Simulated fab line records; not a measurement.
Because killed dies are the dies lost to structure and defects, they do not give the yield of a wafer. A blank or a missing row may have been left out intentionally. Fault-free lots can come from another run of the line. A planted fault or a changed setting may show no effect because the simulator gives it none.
fab line records | flow nand-harc | part 1 of 2: steps 1 to 24 of 39
[record] lots = 5 wafers = 15 last-day = 32
route steps=1302 shown P_ZERO_WELL@68 P_STI@69
lots with no fault: from the same line, run without faults
start-h: hours from the record's first day to the start of the lot's first wafer shown | wait-h: time in hours since the lot's previous step | " as in the row above | L1.1+2: a row that stands for several wafers | - no value, or no start given | * or withheld: withheld | < > ~ a bound
route shown NAME@n: NAME is a module with steps in the file, n the number in the route of the first one | usual: mean/standard deviation of fault-free wafers | same: alike in all rows | chamber/n: place in a boat | sites: readings site by site | _std_site: the values' standard deviation | _edge_site: mean of outer sites minus mean of inner sites | radius-mm: for every site, how far away it sits from the centre of the wafer | mask NAME#n: copy n | behind: the most recent tool/chamber to have shaped the wafer | hold: why the lot was held/for how many hours/how that ended | device: whichever transistor did not switch (one of n, p or np) | end of line: the route-end tests of the same wafers | for a step that has no rows: nothing shown but its recipe | killed: at the first sort, the dies lost to defects and structure; wafer yield is something else | map: a wafer's dies, x killed, . not, _ none there
set.NAME: setting as actually run; set.NAME@STEP: the setting as run at that earlier step | model.NAME: the simulator's own value behind a step, which no gauge read
lots at some steps of the route; a table a step, a row a wafer
services: from which hour (start-h, from the record's first day; less than 0 if before it) a tool's chamber was out of use, for how many hours, and why
[[steps]]
[step NHARC_P_ZERO_WELL_INSPECT_43]
[usual] raw-defect-count = 12/6.1
// columns lot.wafer tool chamber start-h wait-h raw-defect-count
L074.2 defect-inspect-01 - 27.52 0.5 16
L074.5 " - " " 10
L074.6 " - " " 19
L082.2 defect-inspect-01 - 108.92 0.9 7
L082.3 " - " " 4
L082.6 " - " " 10
L090.2 defect-inspect-01 - 187.86 0.5 9
L090.3 " - " " 18
L090.6 " - " " 7
L092.1 defect-inspect-01 - 208.00 0.6 6
L092.2 " - " " 4
L092.4 " - " " 3
L096.1 defect-inspect-01 - 247.61 0.6 6
L096.3 " - " " 7
L096.6 " - " " 8
[step NHARC_P_STI_ETCH_26]
[recipe] target-depth-a = 110 chemistry = dHF material = SiO2
// columns lot.wafer tool chamber start-h wait-h
L074.2+6+5 wet-bench-02 0,2,3 27.60 0.1
L082.2+6+3 wet-bench-05 3,5,7 108.99 0.1
L090.3+6+2 wet-bench-02 4,7,1 187.91 0.0
L092.4+1+2 wet-bench-05 5,6,2 208.06 0.0
L096.6+3+1 wet-bench-01 1,2,5 247.66 0.0
[step NHARC_P_STI_PRECLEAN_27]
[recipe] time-s = * temp-c = 50 bath-age-min = 0 chemistry = SC1
// columns lot.wafer tool chamber start-h wait-h
L074.2+6+5 wet-bench-02 0,2,3 27.64 0.0
L082.2+6+3 wet-bench-05 3,5,7 109.05 0.1
L090.3+6+2 wet-bench-02 4,7,1 187.98 0.1
L092.4+1+2 wet-bench-05 5,6,2 208.12 0.1
L096.6+3+1 wet-bench-01 1,2,5 247.73 0.1
[step NHARC_P_STI_SRD_28]
// columns lot.wafer tool chamber start-h wait-h
L074.2+6+5 wet-bench-02 0,2,3 - -
L082.2+6+3 wet-bench-05 3,5,7 - -
L090.3+6+2 wet-bench-02 4,7,1 - -
L092.4+1+2 wet-bench-05 5,6,2 - -
L096.6+3+1 wet-bench-01 1,2,5 - -
[step NHARC_P_STI_OXIDE_29]
[recipe] target-thk-a = 100 temp-c = 900 ox-time-s = 1362 material = SiO2
[usual] spike-tc-bottom-C = 917.4/1.1 spike-tc-top-C = 908.1/1.4
// columns lot.wafer tool chamber start-h wait-h spike-tc-bottom-C spike-tc-top-C
L074.2 furnace-03 0 31.47 - 915.8 911.5
L074.5 " 0 " " 915.9 911.4
L074.6 " 0 " " 916.3 909.3
L082.2 furnace-01 0 112.90 - 918.2 907.8
L082.3 " 0 " " 918.1 907.5
L082.6 " 0 " " 917.8 908.1
L090.2 furnace-01 0 191.13 - 919.1 907.0
L090.3 " 0 " " 917.5 907.8
L090.6 " 0 " " 918.5 908.3
L092.1 furnace-02 0 214.25 - 918.3 907.4
L092.2 " 0 " " 917.2 907.4
L092.4 " 0 " " 918.5 908.5
L096.1 furnace-01 0 250.86 - 917.5 907.5
L096.3 " 0 " " 918.6 907.8
L096.6 " 0 " " 916.0 907.8
[step NHARC_P_STI_HM_DEP_30]
[recipe] target-thk-a = 800 temp-c = 790 pressure-mtorr = 300 time-s = 873 material = Si3N4
[usual] spike-tc-bottom-C = 807.8/1.2 spike-tc-top-C = 802/3.7
// columns lot.wafer tool chamber start-h wait-h spike-tc-bottom-C spike-tc-top-C
L074.2 lpcvd-02 1 39.06 3.9 807.3 798
L074.5 " 1 " " 808.7 798
L074.6 " 1 " " 806.8 799
L082.2 lpcvd-01 0 120.04 3.5 808.1 799
L082.3 " 0 " " 809.2 799
L082.6 " 0 " " 808.3 798
L090.2 lpcvd-01 1 200.11 5.2 807.8 809
L090.3 " 1 " " 809.1 807
L090.6 " 1 " " 810.2 806
L092.1 lpcvd-01 0 221.39 3.5 809.7 800
L092.2 " 0 " " 807.9 800
L092.4 " 0 " " 806.9 799
L096.1 lpcvd-02 1 258.02 3.5 807.9 800
L096.3 " 1 " " 806.3 800
L096.6 " 1 " " 807.1 801
[step NHARC_P_STI_DEHYDRATE_01]
[recipe] temp-c = 150 time-s = 120
[usual] exhaust-pa = 44.9/0.82
// columns lot.wafer tool chamber start-h wait-h exhaust-pa
L074.2 litho-track-07 0 42.68 0.4 45.5
L074.5 " 0 " " 44.8
L074.6 " 0 " " 46.4
L082.2 litho-track-07 0 123.69 0.4 45.7
L082.3 " 0 " " 45.4
L082.6 " 0 " " 45.4
L090.2 litho-track-07 0 205.38 0.4 43.9
L090.3 " 0 " " 43.7
L090.6 " 0 " " 44.1
L092.1 litho-track-03 0 225.07 0.4 44.6
L092.2 " 0 " " 45.0
L092.4 " 0 " " 44.4
L096.1 litho-track-07 0 261.73 0.4 44.6
L096.3 " 0 " " 45.6
L096.6 " 0 " " 44.7
[step NHARC_P_STI_HMDS_02]
[recipe] time-s = 30
[usual] exhaust-pa = 44.8/0.93
// columns lot.wafer tool chamber start-h wait-h exhaust-pa
L074.2 litho-track-07 0 - - 42.7
L074.5 " 0 " " 42.3
L074.6 " 0 " " 42.7
L082.2 litho-track-07 0 - - 45.4
L082.3 " 0 " " 45.2
L082.6 " 0 " " 45.5
L090.2 litho-track-07 0 - - 45.2
L090.3 " 0 " " 45.6
L090.6 " 0 " " 44.8
L092.1 litho-track-03 0 - - 44.3
L092.2 " 0 " " 45.1
L092.4 " 0 " " 46.0
L096.1 litho-track-07 0 - - 45.0
L096.3 " 0 " " 44.1
L096.6 " 0 " " 43.8
[step NHARC_P_STI_COAT_41]
[recipe] temp-c = 200 time-s = 65
[usual] exhaust-pa = 45.1/0.85
// columns lot.wafer tool chamber start-h wait-h exhaust-pa
L074.2 litho-track-07 0 - - 44.3
L074.5 " 0 " " 46.0
L074.6 " 0 " " 45.0
L082.2 litho-track-07 0 - - 45.9
L082.3 " 0 " " 47.0
L082.6 " 0 " " 46.1
L090.2 litho-track-07 0 - - 45.3
L090.3 " 0 " " 45.0
L090.6 " 0 " " 43.8
L092.1 litho-track-03 0 - - 46.6
L092.2 " 0 " " 45.5
L092.4 " 0 " " 46.9
L096.1 litho-track-07 0 - - 45.9
L096.3 " 0 " " 45.9
L096.6 " 0 " " 46.4
[step NHARC_P_STI_COAT_03]
[recipe] spin-rpm = 2000 resist-thk-nm = 600
[usual] exhaust-pa = 45.0/0.92
// columns lot.wafer tool chamber start-h wait-h exhaust-pa
L074.2 litho-track-07 0 - - 45.7
L074.5 " 0 " " 43.6
L074.6 " 0 " " 45.2
L082.2 litho-track-07 0 - - 43.0
L082.3 " 0 " " 45.2
L082.6 " 0 " " 43.6
L090.2 litho-track-07 0 - - 44.7
L090.3 " 0 " " 45.5
L090.6 " 0 " " 44.0
L092.1 litho-track-03 0 - - 45.8
L092.2 " 0 " " 44.7
L092.4 " 0 " " 45.9
L096.1 litho-track-07 0 - - 44.1
L096.3 " 0 " " 44.8
L096.6 " 0 " " 45.3
[step NHARC_P_STI_SOFTBAKE_04]
[recipe] temp-c = 125 time-s = 70
[usual] exhaust-pa = 44.7/0.79
// columns lot.wafer tool chamber start-h wait-h exhaust-pa
L074.2 litho-track-07 0 - - 45.2
L074.5 " 0 " " 44.6
L074.6 " 0 " " 45.0
L082.2 litho-track-07 0 - - 44.7
L082.3 " 0 " " 44.7
L082.6 " 0 " " 44.3
L090.2 litho-track-07 0 - - 44.6
L090.3 " 0 " " 43.5
L090.6 " 0 " " 46.0
L092.1 litho-track-03 0 - - 45.6
L092.2 " 0 " " 45.6
L092.4 " 0 " " 46.4
L096.1 litho-track-07 0 - - 44.2
L096.3 " 0 " " 45.4
L096.6 " 0 " " 44.8
[step NHARC_P_STI_EBR_05]
[usual] exhaust-pa = 44.8/0.83
// columns lot.wafer tool chamber start-h wait-h exhaust-pa
L074.2 litho-track-07 0 - - 43.5
L074.5 " 0 " " 45.6
L074.6 " 0 " " 43.2
L082.2 litho-track-07 0 - - 44.5
L082.3 " 0 " " 44.4
L082.6 " 0 " " 44.5
L090.2 litho-track-07 0 - - 44.5
L090.3 " 0 " " 44.1
L090.6 " 0 " " 45.2
L092.1 litho-track-03 0 - - 44.9
L092.2 " 0 " " 45.1
L092.4 " 0 " " 45.2
L096.1 litho-track-07 0 - - 44.5
L096.3 " 0 " " 45.8
L096.6 " 0 " " 45.9
[step NHARC_P_STI_EXPOSE_06]
[recipe] na = 0.55 target-cd-nm = 200 dose-mj = 37.69 mask-id = P_STI
[usual] exposure-dose-mJ-cm2 = 37.68/0.037 focus-offset-nm = -0.1/0.55
// columns lot.wafer tool chamber start-h wait-h mask exposure-dose-mJ-cm2 focus-offset-nm
L074.2 krf-scanner-02 0 42.98 - P_STI#0 37.65 -0.2
L074.5 " 0 " " P_STI#0 37.69 0.5
L074.6 " 0 " " P_STI#0 37.67 -0.1
L082.2 krf-scanner-02 0 124.01 - P_STI#0 37.66 0.0
L082.3 " 0 " " P_STI#0 37.67 0.5
L082.6 " 0 " " P_STI#0 37.69 0.4
L090.2 krf-scanner-04 0 205.68 - P_STI#0 37.77 -1.3
L090.3 " 0 " " P_STI#0 37.70 0.5
L090.6 " 0 " " P_STI#0 37.70 -0.2
L092.1 krf-scanner-04 0 225.36 - P_STI#0 37.64 -0.4
L092.2 " 0 " " P_STI#0 37.63 -0.1
L092.4 " 0 " " P_STI#0 37.64 -0.4
L096.1 krf-scanner-03 0 262.02 - P_STI#0 37.73 -0.8
L096.3 " 0 " " P_STI#0 37.64 -0.2
L096.6 " 0 " " P_STI#0 37.68 -0.1
[step NHARC_P_STI_PEB_07]
[recipe] peb-temp-c = 128 peb-time-s = 80
[usual] exhaust-pa = 44.9/0.83
// columns lot.wafer tool chamber start-h wait-h exhaust-pa
L074.2 litho-track-05 0 43.04 0.1 45.6
L074.5 " 0 " " 45.3
L074.6 " 0 " " 44.8
L082.2 litho-track-07 0 124.07 0.1 45.1
L082.3 " 0 " " 45.0
L082.6 " 0 " " 45.0
L090.2 litho-track-03 0 205.74 0.1 44.5
L090.3 " 0 " " 44.8
L090.6 " 0 " " 44.5
L092.1 litho-track-05 0 225.42 0.1 43.2
L092.2 " 0 " " 43.4
L092.4 " 0 " " 45.3
L096.1 litho-track-05 0 262.08 0.1 44.5
L096.3 " 0 " " 45.9
L096.6 " 0 " " 43.5
[step NHARC_P_STI_DEVELOP_08]
[recipe] time-s = 50 dev-temp-c = 22
[usual] exhaust-pa = 44.8/0.93
// columns lot.wafer tool chamber start-h wait-h exhaust-pa
L074.2 litho-track-05 0 - - 45.3
L074.5 " 0 " " 46.0
L074.6 " 0 " " 46.7
L082.2 litho-track-07 0 - - 45.7
L082.3 " 0 " " 43.9
L082.6 " 0 " " 44.9
L090.2 litho-track-03 0 - - 44.3
L090.3 " 0 " " 44.6
L090.6 " 0 " " 44.0
L092.1 litho-track-05 0 - - 45.7
L092.2 " 0 " " 43.8
L092.4 " 0 " " 45.8
L096.1 litho-track-05 0 - - 45.4
L096.3 " 0 " " 45.8
L096.6 " 0 " " 45.7
[step NHARC_P_STI_CD_MEAS_09]
[recipe] target-cd-nm = 200 landing-energy-ev = 500
[usual] cd-nm = 200.0/1.8
// columns lot.wafer tool chamber start-h wait-h cd-nm
L074.2 cd-sem-02 0 43.13 - 199.3
L074.5 " 0 " " 200.0
L074.6 " 0 " " 199.0
L082.2 cd-sem-01 0 124.15 - 201.3
L082.3 " 0 " " 197.5
L082.6 " 0 " " 199.0
L090.2 cd-sem-03 0 205.82 - 204.6
L090.3 " 0 " " 200.2
L090.6 " 0 " " 202.0
L092.1 cd-sem-01 0 225.51 - 201.8
L092.2 " 0 " " 201.4
L092.4 " 0 " " 201.3
L096.1 cd-sem-03 0 262.17 - 201.2
L096.3 " 0 " " 199.4
L096.6 " 0 " " 199.5
[step NHARC_P_STI_OVL_MEAS_10]
[usual] overlay-x-nm = 0/5.6 overlay-y-nm = 0/7.5
// columns lot.wafer tool chamber start-h wait-h overlay-x-nm overlay-y-nm
L074.2 overlay-01 - 43.21 - 8 9
L074.5 " - " " 8 8
L074.6 " - " " 8 8
L082.2 overlay-02 - 124.24 - -4 -5
L082.3 " - " " -4 -5
L082.6 " - " " -5 -5
L090.2 overlay-01 - 205.91 - -10 3
L090.3 " - " " -10 3
L090.6 " - " " -9 2
L092.1 overlay-02 - 225.60 - 4 -3
L092.2 " - " " 4 -3
L092.4 " - " " 4 -3
L096.1 overlay-02 - 262.26 - 1 -11
L096.3 " - " " 1 -12
L096.6 " - " " 0 -12
[step NHARC_P_STI_INSPECT_11]
[usual] raw-defect-count = 5.4/2.6
// columns lot.wafer tool chamber start-h wait-h raw-defect-count
L074.2 defect-inspect-01 - 43.25 0.0 2
L074.5 " - " " 2
L074.6 " - " " 1
L082.2 defect-inspect-02 - 124.28 0.0 7
L082.3 " - " " 7
L082.6 " - " " 6
L090.2 defect-inspect-01 - 205.95 0.0 11
L090.3 " - " " 4
L090.6 " - " " 11
L092.1 defect-inspect-01 - 225.63 0.0 7
L092.2 " - " " 9
L092.4 " - " " 9
L096.1 defect-inspect-02 - 262.29 0.0 9
L096.3 " - " " 4
L096.6 " - " " 5
[step NHARC_P_STI_HARDBAKE_13]
[recipe] temp-c = 118 time-s = 65
[usual] exhaust-pa = 45.0/0.84
// columns lot.wafer tool chamber start-h wait-h exhaust-pa
L074.2 litho-track-05 0 43.31 0.1 44.6
L074.5 " 0 " " 44.9
L074.6 " 0 " " 45.7
L082.2 litho-track-07 0 124.34 0.1 45.3
L082.3 " 0 " " 44.8
L082.6 " 0 " " 44.5
L090.2 litho-track-03 0 206.01 0.1 44.9
L090.3 " 0 " " 47.1
L090.6 " 0 " " 45.8
L092.1 litho-track-05 0 225.69 0.1 44.2
L092.2 " 0 " " 46.7
L092.4 " 0 " " 45.0
L096.1 litho-track-05 0 262.35 0.1 45.2
L096.3 " 0 " " 45.4
L096.6 " 0 " " 45.4
[step NHARC_P_STI_DESCUM_14]
[recipe] time-s = 3 o2-flow-sccm = 200 ar-flow-sccm = 0 bias-power-w = 0 chemistry = O2
[usual] drypump-motor-current-A = 5.86/0.29 oes-product-au = 0.999/0.0089 rf-vpp-V = 58.0/0.87 showerhead-plenum-p-Torr = 1.97/0.074 throttle-valve-pct = 11.310/0.0093
// columns lot.wafer tool chamber start-h wait-h drypump-motor-current-A oes-product-au rf-hours-counter-h rf-vpp-V showerhead-plenum-p-Torr throttle-valve-pct
L074.2 rie-diel-03 0 43.40 - 5.66 1.013 10 57.0 1.87 11.313
L074.5 " 2 " " 6.29 1.003 - 58.9 2.04 11.322
L074.6 " 3 " " 6.11 1.009 - 57.8 1.79 11.308
L082.2 rie-diel-03 3 124.41 - 6.10 1.019 0 57.4 1.79 11.310
L082.3 " 2 " " 6.25 0.998 0 56.8 2.04 11.308
L082.6 " 0 " " 5.65 0.991 - 57.7 1.87 11.322
L090.2 rie-diel-05 3 206.08 - 5.68 1.008 8 58.1 2.02 11.315
L090.3 " 1 " " 5.29 0.992 9 56.9 1.99 11.322
L090.6 " 2 " " 5.76 1.002 - 57.7 2.05 11.328
L092.2 rie-diel-05 1 225.78 - 5.31 1.001 11 59.1 1.99 11.307
L092.1 " 2 " " 5.81 0.997 11 60.0 2.05 11.318
L092.4 " 3 " " 5.70 1.008 10 59.2 2.02 11.307
L096.1 rie-diel-08 3 262.43 - 6.25 0.997 3 59.2 2.04 11.304
L096.3 " 0 " " 5.85 0.998 3 58.0 1.93 11.311
L096.6 " 3 " " 6.19 0.997 - 57.5 2.04 11.310
[step NHARC_P_STI_ETCH_42]
[recipe] target-depth-a = 800 overetch-a = 240 time-s = 61 ion-energy-ev = 200 n2-flow-sccm = 150 h2-flow-sccm = 150 ar-flow-sccm = 0 rf-w = 400 bias-w = 150 chemistry = N2/H2
[usual] drypump-motor-current-A = 5.85/0.28 oes-product-au = 0.997/0.0078 rf-vpp-V = 432.2/2.3 showerhead-plenum-p-Torr = 2.10/0.079 throttle-valve-pct = 14.172/0.0092
// columns lot.wafer tool chamber start-h wait-h drypump-motor-current-A oes-product-au rf-hours-counter-h rf-vpp-V showerhead-plenum-p-Torr throttle-valve-pct
L074.2 rie-diel-03 0 43.49 0.1 5.66 1.009 10 429.9 2.00 14.154
L074.6 " 1 " " 5.84 0.994 - 429.8 2.03 14.171
L074.5 " 2 " " 6.26 0.994 - 432.4 2.18 14.170
L082.3 rie-diel-03 2 124.51 0.1 6.23 1.008 0 433.9 2.18 14.165
L082.2 " 0 " " 5.65 0.994 0 428.7 1.99 14.181
L082.6 " 3 " " 6.11 1.010 - 426.7 1.91 14.167
L090.3 rie-diel-05 1 206.19 0.1 5.26 0.985 9 432.1 2.13 14.180
L090.2 " 2 " " 5.81 1.008 9 435.3 2.19 14.176
L090.6 " 2 " " 5.83 0.992 - 434.9 2.19 14.165
L092.1 rie-diel-05 3 225.85 0.1 5.70 1.009 10 433.6 2.15 14.169
L092.2 " 0 " " 6.17 0.999 10 431.8 2.09 14.166
L092.4 " 1 " " 5.29 0.993 11 433.7 2.13 14.176
L096.3 rie-diel-08 0 262.51 0.1 5.87 0.999 3 429.0 2.06 14.163
L096.1 " 2 " " 5.53 1.007 4 433.0 2.11 14.156
L096.6 " 1 " " 5.72 0.997 - 433.5 2.14 14.163
[step NHARC_P_STI_ETCH_31]
[recipe] target-depth-a = 1089 time-s = 54.5 cf4-flow-sccm = 100 chf3-flow-sccm = 30 ar-flow-sccm = 0 rf-w = 500 bias-w = 200 chemistry = CF4/CHF3
[usual] drypump-motor-current-A = 5.83/0.29 oes-product-au = 0.963/0.017 rf-vpp-V = 372.2/1.8 showerhead-plenum-p-Torr = 1.62/0.053 throttle-valve-pct = 16.801/0.0098
// columns lot.wafer tool chamber start-h wait-h drypump-motor-current-A oes-product-au rf-hours-counter-h rf-vpp-V showerhead-plenum-p-Torr throttle-valve-pct
L074.2 rie-diel-03 3 - - 6.11 0.972 11 368.6 1.48 16.807
L074.5 " 1 " " 5.86 0.970 - 370.5 1.57 16.804
L074.6 " 2 " " 6.25 0.960 - 375.6 1.67 16.778
L082.2 rie-diel-03 2 - - 6.24 0.969 0 374.2 1.67 16.799
L082.3 " 3 " " 6.10 0.960 0 367.4 1.48 16.779
L082.6 " 2 " " 6.23 0.960 - 373.2 1.67 16.807
L090.3 rie-diel-05 1 - - 5.32 0.955 9 372.4 1.64 16.789
L090.2 " 2 " " 5.78 0.973 9 373.9 1.68 16.795
L090.6 " 1 " " 5.32 0.954 - 371.3 1.64 16.799
L092.2 rie-diel-05 2 - - 5.76 0.990 11 372.8 1.68 16.816
L092.1 " 3 " " 5.69 0.985 10 373.3 1.65 16.811
L092.4 " 0 " " 6.18 0.968 10 371.8 1.61 16.810
L096.1 rie-diel-08 2 - - 5.47 0.974 4 370.7 1.62 16.813
L096.3 " 3 " " 6.28 0.948 3 374.2 1.67 16.814
L096.6 " 2 " " 5.48 0.974 - 372.1 1.62 16.791
[step NHARC_P_STI_ETCH_15]
[recipe] target-depth-a = 3000 taper-deg = 4 time-s = 100.1 hbr-flow-sccm = 150 cl2-flow-sccm = 50 rf-w = 400 icp-w = 400 bias-w = 100 chemistry = HBr/Cl2
[usual] drypump-motor-current-A = 5.6/0.52 oes-product-au = 1.000/0.0085 throttle-valve-pct = 26.406/0.0096
// columns lot.wafer tool chamber start-h wait-h drypump-motor-current-A oes-product-au rf-hours-counter-h throttle-valve-pct
L074.2 rie-si-06 0 43.70 - 4.8 0.994 0.7 26.412
L074.5 " 2 " " 5.5 0.996 - 26.419
L074.6 " 3 " " 6.2 0.994 - 26.397
L082.2 rie-si-01 2 124.72 - 6.5 1.000 0.5 26.401
L082.3 " 1 " " 5.8 1.012 0.7 26.397
L082.6 " 2 " " 6.5 0.993 - 26.416
L090.2 rie-si-01 0 206.43 - 6.2 1.006 0.0 26.406
L090.3 " 1 " " 5.8 0.996 0.0 26.414
L090.6 " 2 " " 6.5 1.006 - 26.407
L092.4 rie-si-04 0 226.04 - 5.9 0.978 0.4 26.389
L092.2 " 2 " " 5.0 0.995 0.4 26.404
L092.1 " 3 " " 5.7 0.994 0.4 26.413
L096.1 rie-si-01 2 262.70 - 6.5 0.987 0.4 26.397
L096.3 " 1 " " 5.9 0.995 0.4 26.401
L096.6 " 1 " " 5.8 0.997 - 26.423
[step NHARC_P_STI_CD_MEAS_16]
[usual] cd-nm = 199.5/1.9
// columns lot.wafer tool chamber start-h wait-h cd-nm
L074.2 cd-sem-03 - 43.83 - 199.7
L074.5 " - " " 200.5
L074.6 " - " " 199.4
L082.2 cd-sem-01 - 124.89 - 199.8
L082.3 " - " " 196.2
L082.6 " - " " 197.0
L090.2 cd-sem-01 - 206.56 - 203.8
L090.3 " - " " 199.1
L090.6 " - " " 201.5
L092.1 cd-sem-02 - 226.20 - 201.4
L092.2 " - " " 202.1
L092.4 " - " " 201.2
L096.1 cd-sem-03 - 262.90 - 199.6
L096.3 " - " " 199.7
L096.6 " - " " 199.9
